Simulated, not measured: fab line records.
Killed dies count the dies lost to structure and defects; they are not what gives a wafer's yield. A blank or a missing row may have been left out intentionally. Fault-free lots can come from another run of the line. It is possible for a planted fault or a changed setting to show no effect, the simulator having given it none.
A lot that was struck, set against a sound lot -- flow n5_finfet -- 16 out of 1938 route steps
Sound: these wafers, L128.2, L128.3, L128.4. Struck: wafers L132.3, L132.4, L132.5. Last of all comes the cause.
Per side, at each step with rows, come the tool, then ch with its chambers, and then its first start. Under that, the readings that differ: sound wafers -- struck wafers -- difference of the means -- sigmas: that difference in standard deviations of wafers without a fault.
alike: readings whose means differ by less than 2 such deviations, and words and numbers that are the same on both sides. not compared: withheld readings, readings that some wafer has no value for, bounds like >300 that may hide the same value, and numbers for which the record gives no deviation and whose values overlap.
A row with sigmas, a row that says differs or no value, or rows on one side alone: a step with any of these is where the two part. Numbers that have no deviation but don't overlap get no sigmas and don't part them. A reading missing from all wafers of one side parts the sides only when that side holds two or more wafers.

first, 7 steps without rows for these wafers: N5_HKMG_FIN_COAT_30 (time 60 s, resist thk 35 nm); N5_HKMG_FIN_COAT_06 (resist thk 90 nm); N5_HKMG_FIN_EBR_08; N5_HKMG_FIN_SOFTBAKE_07 (time 60 s); N5_HKMG_FIN_EXPOSE_09 (exposes mask NWFM); N5_HKMG_FIN_PEB_10 (peb time 60 s); N5_HKMG_FIN_DEVELOP_11 (develop time 30 s).
N5_HKMG_FIN_CD_MEAS_12: the cd target is 92.8 nm.
  sound on cd_sem-03 ch 0, day 7 11:22; struck on cd_sem-01 ch 0, day 8 08:30
  alike: cd_nm
N5_HKMG_FIN_OVL_MEAS_13:
  sound on overlay-02 ch 0, day 7 11:23; struck on overlay-01 ch 0, day 8 08:32
reading,sound,struck,difference,sigmas
NWFM_OVL (nm),1.2 0.5 0.5,-0.4 -0.9 -0.6,-1.4,-2
N5_HKMG_FIN_INSPECT_14: inspects for defects (macro).
  sound on defect_inspect-01 at day 7 11:25; struck on defect_inspect-02 at day 8 08:33
  alike: raw_defect_count
N5_HKMG_FIN_DESCUM_17: chemistry O2, time 7.9 s.
  sound on rie_diel-06 ch 0,2,3, day 7 11:27; struck on rie_diel-06 ch 0,1, day 8 08:35
  alike: drypump_motor_current_A, oes_product_au, rf_vpp_V, showerhead_plenum_p_Torr, temp_c, throttle_valve_pct
  not compared: rf_hours_counter_h
N5_HKMG_FIN_ETCH_31: etches SiARC in CF4, target depth 45.5 nm, time 75.8 s.
  sound on rie_diel-06 ch 0,2,3, day 7 11:29; struck on rie_diel-06 ch 0,1, day 8 08:37
  alike: drypump_motor_current_A, etch_rf_on_time_s, oes_product_au, rf_fwd_power_W, rf_vpp_V, showerhead_plenum_p_Torr, throttle_valve_pct
  not compared: rf_hours_counter_h
N5_HKMG_FIN_ETCH_32: etches SOC in N2/H2, target depth 240 nm, time 300 s.
  sound on rie_diel-06 ch 0,2,3, day 7 11:32; struck on rie_diel-06 ch 0,1, day 8 08:41
reading,sound,struck,difference,sigmas
rf_fwd_power_W (W),839.1 835.4 836.3,1041.2 1041.1 1034.6,+202.0,+78
rf_vpp_V (V),526.1 520.8 519.9,489.0 488.7 486.2,-34.3,-16
model.HKMG_FIN.feature_depth_nm (nm),231 236.6 225.4,279.8 276.8 291,+51.5,
model.etch.depth_nm (nm),231.1 236.6 225.5,279.8 276.7 291,+51.4,
model.SiARC_of_HKMG_FIN_COAT_30.thk_nm (nm),21.8 21.4 22.4,19.6 19.6 19.4,-2.3,
  alike: drypump_motor_current_A, oes_product_au, showerhead_plenum_p_Torr, temp_c, throttle_valve_pct
  not compared: rf_hours_counter_h
then, 1 step without rows for these wafers: N5_HKMG_FIN_STRIP_33 (strips in N2/H2).
-- a jump in the record: the struck wafers' starts before and after are 4 days apart (it breaks off in module HKMG_FIN and resumes in module BEOL_M4, where the first step shown is number 1111 of the route) --
N5_BEOL_M4_RC_MEAS_101:
  sound on prober-02 ch 0, day 11 07:17; struck on prober-02 ch 0, day 12 00:31
reading,sound,struck,difference,sigmas
IOFF_P (nA/um),0.23 0.22 0.31,0.12 0.21 0.15,-0.09,-3
ION_P (uA/um),457 462 472,441 449 441,-20,-2
VT_N (mV),252 252 245,262 253 256,+7,+2
VT_P (mV),-246 -248 -246,-259 -252 -257,-9,-2
  alike: DIBL_N, DIBL_P, IOFF_N, ION_N, SS_N, SS_P
N5_PASSIVATION_PROBE_49:
  the record holds rows for the sound wafers here (prober-02, day 15 12:15) but none for the struck ones

WHERE THEY PART
Earliest at N5_HKMG_FIN_OVL_MEAS_13; latest, in this record, at N5_PASSIVATION_PROBE_49.

WHY: whatever the simulator had introduced
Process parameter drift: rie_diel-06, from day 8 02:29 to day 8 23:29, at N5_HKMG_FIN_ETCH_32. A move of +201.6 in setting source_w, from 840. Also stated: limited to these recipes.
